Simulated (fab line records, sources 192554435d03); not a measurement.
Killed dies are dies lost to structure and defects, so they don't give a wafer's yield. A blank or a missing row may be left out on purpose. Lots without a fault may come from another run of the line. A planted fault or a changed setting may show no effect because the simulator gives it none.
Chamber matching | flow n5_finfet | N5_BEOL_M15_TRENCH_ETCH_34 on rie_diel-02: 4 sister chambers
The step etches SiO2 in C4F8/O2/Ar, target depth 872.93 nm, time 199 s. 4 wafers are shown with their chamber, then 7 later ones without.

WAFERS WITH THEIR CHAMBER
wafer  | chamber | rf_vpp_V (V)
L076.4 | 2       | 2294
L076.6 | 1       | 2218
L092.1 | 0       | 2243
L092.2 | 3       | 2153

WAFERS WITHOUT THEIR CHAMBER
wafer  | rf_vpp_V (V)
L092.4 | 2293
L093.2 | 2292
L093.4 | 2220
L093.6 | 2294
L097.1 | 2293
L097.5 | 2219
L097.6 | 2293

WHICH CHAMBER EACH WENT THROUGH
wafer  | from the rows above | in truth
L092.4 | 2                   | 2
L093.2 | 2                   | 2
L093.4 | 1                   | 1
L093.6 | 2                   | 2
L097.1 | 2                   | 2
L097.5 | 1                   | 1
L097.6 | 2                   | 2
Placed correctly: 7 of 7. Can't be placed from these rows: 0. Placed wrongly: 0.
How it was worked out, from the rows above alone: a wafer's distance from a chamber is the root of the sum, over the readings, of the square of ((its reading less the chamber's mean) divided by the reading's scatter). The wafer belongs to the nearest chamber; if the next one is less than 2 further off, it can't be placed. A chamber's mean is the mean of its shown wafers. The scatter: with one shown wafer a chamber, the root of the mean of the squares of how far each hidden wafer lies from its nearest shown one.
